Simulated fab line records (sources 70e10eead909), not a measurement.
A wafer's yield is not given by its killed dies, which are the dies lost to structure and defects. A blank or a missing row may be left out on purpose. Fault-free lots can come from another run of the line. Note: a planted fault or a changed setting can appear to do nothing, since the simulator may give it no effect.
Struck lot and sound lot, side by side | flow nand_harc | 13 out of 1302 route steps
Sound: wafers L226.1, L226.2, L226.5. Struck: wafer L234.5 (L234.2, L234.3, from the same lot, were not struck and are left out); the cause is given at the end.
At each step with rows: each side's tool, then ch and its chambers, then its first start. Under that, the readings that differ: sound wafers | struck wafers | difference of the means | sigmas: that difference in standard deviations of wafers without a fault.
alike: a reading whose means differ by less than 2 such deviations, as well as words and numbers matching on both sides. not compared: withheld readings; readings where some wafer has no value; bounds like >300 that might hide an equal value; numbers whose values overlap and for which the record gives no deviation.
Wherever a step has rows on one side only, a row that says differs or no value, or a row with sigmas, the two part there. Numbers that have no deviation but don't overlap get no sigmas and don't part them. Lack of a reading on every wafer of one side parts them only where that side has two or more wafers.

first, 2 steps without rows for these wafers: NHARC_A_ONON_D1_ANNEAL_15 (time 3600 s); NHARC_A_ONON_D1_DEP_16 (target thk 1000 nm).
NHARC_A_ONON_D1_THK_MEAS_18: measures by ellipsometry.
  struck on film_metro-01, day 13 02:26; sound on film_metro-01, day 9 14:41
  alike: thk_nm
then, no rows for these wafers at 1 step: NHARC_A_ONON_D1_DEP_19 (target thk 1000 nm).
NHARC_A_ONON_D1_THK_MEAS_21: measures by ellipsometry.
  struck on film_metro-01, day 13 03:01; sound on film_metro-01, day 9 15:16
  alike: thk_nm
then, no rows for these wafers at 1 step: NHARC_A_ONON_D1_DEP_22 (target thk 1000 nm).
NHARC_A_ONON_D1_THK_MEAS_24: measures by ellipsometry.
  struck on film_metro-02, day 13 03:35; sound on film_metro-01, day 9 15:49
  alike: thk_nm
then, no rows for these wafers at 1 step: NHARC_A_ONON_D1_DEP_25 (target thk 1000 nm).
NHARC_A_ONON_D1_THK_MEAS_27: measures by ellipsometry.
  struck on film_metro-01, day 13 04:08; sound on film_metro-01, day 9 16:23
  alike: thk_nm
then, no rows for these wafers at 1 step: NHARC_A_ONON_D1_DEP_28 (target thk 1000 nm).
NHARC_A_ONON_D1_THK_MEAS_30: measures by ellipsometry.
  struck on film_metro-01, day 13 04:43; sound on film_metro-01, day 9 16:57
  reading     | sound       | struck | difference | sigmas
  thk_nm (nm) | 990 990 989 | 1011   | +21        | +2
NHARC_A_ONON_D1_DEP_33: deposits SiO2, target thk 200 nm.
  sound on pecvd-04 ch 1,2, day 9 17:04; struck on pecvd-03 ch 0, day 13 04:49
  reading                   | sound             | struck | difference | sigmas
  mfc_precursor_sccm (sccm) | 160.7 161.2 161.5 | 149.2  | -11.9      | -24
  alike: heater_power_w, rf_fwd_power_W, throttle_valve_pct
  not compared: since_wet_clean_h
NHARC_A_ONON_D1_THK_MEAS_34: measures by ellipsometry.
  struck on film_metro-02, day 13 05:11; sound on film_metro-02, day 9 17:26
  reading     | sound             | struck | difference | sigmas
  thk_nm (nm) | 197.9 198.2 202.6 | 183.7  | -15.9      | -5

## WHERE THEY PART
Last at NHARC_A_ONON_D1_THK_MEAS_34 as far as this record goes, first at NHARC_A_ONON_D1_THK_MEAS_30.

WHY: what the simulator had put in
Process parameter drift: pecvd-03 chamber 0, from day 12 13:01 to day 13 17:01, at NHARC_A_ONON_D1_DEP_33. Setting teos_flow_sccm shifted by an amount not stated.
